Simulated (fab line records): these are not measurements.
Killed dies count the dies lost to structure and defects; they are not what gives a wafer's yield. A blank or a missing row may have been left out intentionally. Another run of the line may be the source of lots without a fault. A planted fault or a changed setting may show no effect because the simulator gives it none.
Comparing a struck lot with a sound one ; flow n5Finfet ; 16 steps out of a route of 1938
Sound: the wafers L168.2, L168.4, L168.6. Struck: wafer L177.4 (L177.2, L177.3, from the same lot, were not struck and are left out); the cause is given at the end.
At each step with rows: each side's tool, then ch and its chambers, then its first start. Under that, the readings that differ: sound wafers ; struck wafers ; difference of the means ; sigmas: that difference in standard deviations of wafers without a fault.
alike: a reading whose means differ by less than 2 such deviations, as well as words and numbers matching on both sides. not compared: withheld readings; readings where some wafer has no value; bounds like >300 that might hide an equal value; numbers whose values overlap and for which the record gives no deviation.
The two part at a step that has a row with sigmas, a row that says differs or no value, or rows on one side only. Non-overlapping numbers with no deviation appear without sigmas and do not part them. A reading missing from all wafers of one side parts the sides only when that side holds two or more wafers.

first, 7 steps without rows for these wafers: N5_SDB_COAT_04 (time 60 s, resist thk 18 nm); N5_SDB_COAT_05 (resist thk 90 nm); N5_SDB_EBR_07; N5_SDB_SOFTBAKE_06 (time 60 s); N5_SDB_EXPOSE_08 (exposes mask SDB); N5_SDB_PEB_09 (peb time 60 s); N5_SDB_DEVELOP_10 (develop time 30 s).
N5_SDB_CD_MEAS_11: target cd 50 nm.
  sound on cdSem-03 ch 0, day 4 16:25; struck on cdSem-03 ch 0, day 7 02:05
  alike: cdNm
N5_SDB_OVL_MEAS_12:
  sound on overlay-02 ch 0, day 4 16:27; struck on overlay-01 ch 0, day 7 02:06
  alike: SDB_OVL
N5_SDB_INSPECT_13: inspects for defects (brightfield).
  sound on defectInspect-01 at day 4 16:29; struck on defectInspect-02 at day 7 02:08
  alike: rawDefectCount
N5_SDB_DESCUM_16: chemistry O2, time 7.9 s.
  sound on rieDiel-04 ch 0,2, day 4 16:31; struck on rieDiel-04 ch 1, day 7 02:23
reading;sound;struck;difference;sigmas
drypumpMotorCurrentA (A);5.1 5.1 5.4;6.5;+1.3;+3
  alike: oesProductAu, rfFwdPowerW, rfVppV, showerheadPlenumPTorr, throttleValvePct
  not compared: rfHoursCounterH
N5_SDB_ETCH_17: etches SiARC in CF4, target depth 23.4 nm, time 39 s.
  sound on rieDiel-04 ch 0,2, day 4 16:32; struck on rieDiel-04 ch 1, day 7 02:25
reading;sound;struck;difference;sigmas
drypumpMotorCurrentA (A);5.1 5.1 5.4;6.5;+1.3;+3
rfFwdPowerW (W);534.1 534.8 531.0;539.3;+6.0;+2
  alike: etchRfOnTimeS, oesProductAu, rfVppV, showerheadPlenumPTorr, throttleValvePct
  not compared: rfHoursCounterH
N5_SDB_ETCH_18: etches SOC in N2/H2, target depth 100 nm, overetch 20 nm, time 150 s.
  sound on rieDiel-04 ch 0,2, day 4 16:35; struck on rieDiel-04 ch 1, day 7 02:27
reading;sound;struck;difference;sigmas
drypumpMotorCurrentA (A);5.1 5.1 5.4;6.5;+1.3;+3
model.SiARC_of_SDB_COAT_04.thkNm (nm);12.8 12.8 13;9;-4;
  alike: oesProductAu, rfFwdPowerW, rfVppV, showerheadPlenumPTorr, throttleValvePct
  not compared: rfHoursCounterH
then, 1 step without rows for these wafers: N5_SDB_STRIP_19 (strips in N2/H2).
-- the record jumps here: 6 days lie between the struck wafers' starts before and after (it left off in module SDB and takes up again in module BEOL_M4, whose first step shown is number 1111 of the route) --
N5_BEOL_M4_RC_MEAS_101:
  sound on prober-01 ch 0, day 9 00:53; struck on prober-01 ch 0, day 13 01:38
reading;sound;struck;difference;sigmas
ION_P (uA/um);467 469 461;451;-15;-2
SS_N (mV/dec);71.1 70.6 71.6;72.4;+1.3;+2
VT_P (mV);-249 -245 -247;-253;-6;-2
  alike: DIBL_N, DIBL_P, IOFF_N, IOFF_P, ION_N, SS_P, VT_N
next, for these wafers, 1 step has no rows: N5_PASSIVATION_PROBE_49.

WHERE THEY PART
Earliest at N5_SDB_DESCUM_16; latest, in this record, at N5_BEOL_M4_RC_MEAS_101.

WHY: what had been put in by the simulator
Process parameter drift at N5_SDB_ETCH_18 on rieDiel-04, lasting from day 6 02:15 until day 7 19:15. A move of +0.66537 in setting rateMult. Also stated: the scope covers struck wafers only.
